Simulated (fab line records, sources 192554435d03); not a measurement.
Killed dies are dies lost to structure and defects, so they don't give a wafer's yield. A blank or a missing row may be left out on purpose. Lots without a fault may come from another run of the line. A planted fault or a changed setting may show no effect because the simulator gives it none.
A struck lot beside a sound one | flow n5_finfet | 15 steps out of a route of 1938
Sound: wafers L306.1, L306.2, L306.6. Struck: wafer L310.2. (L310.3, L310.6 of the same lot were not struck and are left out.) The cause comes at the end.
At each step with rows: each side's tool, then ch and its chambers, then its first start. Under that, the readings that differ: sound wafers | struck wafers | difference of the means | sigmas: that difference in standard deviations of wafers without a fault.
alike: readings whose means differ by less than 2 such deviations, and words and numbers that are the same on both sides. not compared: withheld readings, readings that some wafer has no value for, bounds like >300 that may hide the same value, and numbers for which the record gives no deviation and whose values overlap.
The two part at a step that has a row with sigmas, a row that says differs or no value, or rows on one side only. Numbers that don't overlap but have no deviation are shown without sigmas and don't part them. A reading that every wafer of one side lacks parts them only if that side has two wafers or more.

first, 2 steps without rows for these wafers: N5_BEOL_M13_TRENCH_ETCH_34 (etches SiOC in C4F8/O2/Ar, target depth 413.47 nm, time 162.6 s); N5_BEOL_M13_STRIP_70 (strips in C4F8/O2/Ar).
N5_BEOL_M13_OCD_MEAS_35:
  sound on ocd-02, day 11 19:32; struck on ocd-02, day 13 15:08
  alike: trench_depth_nm
N5_BEOL_M13_STRIP_37: strips in N2/H2.
  sound on plasma_asher-02 ch 0,1, day 11 19:34; struck on plasma_asher-02 ch 0, day 13 15:10
  alike: drypump_motor_current_A, heater_power_w, oes_product_au
  not compared: rf_hours_counter_h
N5_BEOL_M13_ETCH_38: etches SiCN in CF4/N2, target depth 67.5 nm, time 71.9 s.
  sound on rie_diel-01 ch 0,1, day 11 19:53; struck on rie_diel-01 ch 3, day 13 15:14
  reading                         | sound             | struck | difference | sigmas
  rf_vpp_V (V)                    | 381.3 383.5 387.0 | 380.5  | -3.4       | -2
  showerhead_plenum_p_Torr (Torr) | 2.17 2.32 2.32    | 2.17   | -0.10      | -2
  alike: chamber_pressure_mTorr, drypump_motor_current_A, oes_product_au, throttle_valve_pct
  not compared: rf_hours_counter_h
then, 3 steps without rows for these wafers: N5_BEOL_M13_PRECLEAN_39 (cleans in residue remover, time 60 s); N5_BEOL_M13_SRD_40 (time 30 s, dry time 30 s); N5_BEOL_M13_DEGAS_41 (time 60 s).
N5_BEOL_M13_PRE_CLEAN_42: time 30 s.
  sound on pvd_sputter-03, day 11 21:57; struck on pvd_sputter-01, day 13 15:39
  alike: heater_power_w
N5_BEOL_M13_SPUTTER_43: material TaN, target thk 15 nm, time 24.19 s.
  sound on pvd_sputter-03, day 11 21:59; struck on pvd_sputter-01, day 13 15:41
  alike: throttle_valve_pct
then, 1 step without rows for these wafers: N5_BEOL_M13_SPUTTER_44 (material Ta, target thk 10 nm, time 16.13 s).
N5_BEOL_M13_SPUTTER_45: material Cu, target thk 80 nm, time 13.33 s.
  sound on pvd_sputter-03, day 11 22:09; struck on pvd_sputter-01, day 13 15:51
  alike: throttle_valve_pct
N5_BEOL_M13_ECD_47: material Cu, target thk 936 nm.
  sound on ecd_cu-02 ch 0,1, day 11 22:16; struck on ecd_cu-01 ch 0, day 13 15:58
  reading                                 | sound             | struck | difference | sigmas
  model.Cu_of_BEOL_M13_ECD_47.thk_nm (nm) | 939.4 938.8 936.4 | 691.8  | -246.4     |
then, 1 step without rows for these wafers: N5_BEOL_M13_ANNEAL_48 (time 90 s).
N5_PASSIVATION_PROBE_49:
  the record has rows for the sound wafers here (prober-02, day 13 02:20) and none for the struck ones

WHERE THEY PART
First at N5_BEOL_M13_ETCH_38; last, within this record, at N5_PASSIVATION_PROBE_49.

WHY: what the simulator had put in
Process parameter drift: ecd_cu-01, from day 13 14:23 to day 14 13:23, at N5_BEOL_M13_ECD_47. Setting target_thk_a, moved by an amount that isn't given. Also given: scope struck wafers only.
